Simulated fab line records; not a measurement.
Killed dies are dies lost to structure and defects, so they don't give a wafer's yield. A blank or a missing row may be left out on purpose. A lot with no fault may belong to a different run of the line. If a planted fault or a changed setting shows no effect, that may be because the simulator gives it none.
Matching of chambers | flow n5-finfet | 4 sister chambers for N5_BEOL_M2_ETCHBACK_99 on rie-diel-02
The step etches SiO2 in CHF3, target depth 5 nm, time 10.4 s. 4 wafers are shown with their chamber, then 7 later ones without.

## WAFERS PAIRED WITH THEIR CHAMBERS
wafer  | chamber | showerhead-plenum-p-Torr (Torr)
L081.3 | 0       | 2.17
L081.6 | 3       | 2.18
L083.3 | 2       | 2.20
L083.5 | 1       | 2.04

## WAFERS WITH NO CHAMBER GIVEN
wafer  | showerhead-plenum-p-Torr (Torr)
L083.6 | 2.17
L096.1 | 2.19
L096.5 | 2.17
L096.6 | 2.16
L097.1 | 2.16
L097.3 | 2.17
L097.5 | 2.19

## EACH ONE'S CHAMBER
wafer  | from the rows above          | in truth
L083.6 | can't be placed: 0 or 3      | 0
L096.1 | can't be placed: 3 or 2 or 0 | 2
L096.5 | can't be placed: 0 or 3      | 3
L096.6 | can't be placed: 0 or 3      | 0
L097.1 | can't be placed: 0 or 3      | 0
L097.3 | can't be placed: 0 or 3      | 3
L097.5 | can't be placed: 3 or 2 or 0 | 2
Correctly placed: 0 of 7. Can't be placed from these rows: 7 (the true chamber is among the candidates in 7). Number placed wrongly: 0.
How it was worked out, from the rows above alone: a wafer's distance from a chamber is the root of the sum, over the readings, of the square of ((its reading less the chamber's mean) divided by the reading's scatter). If the next closest chamber is less than 2 further off than the closest, the wafer can't be placed; otherwise it belongs to the closest. A chamber's mean is the mean of its shown wafers. The scatter (one wafer shown for each chamber): square how far every hidden wafer sits from the nearest shown wafer, average those squares and take the square root.
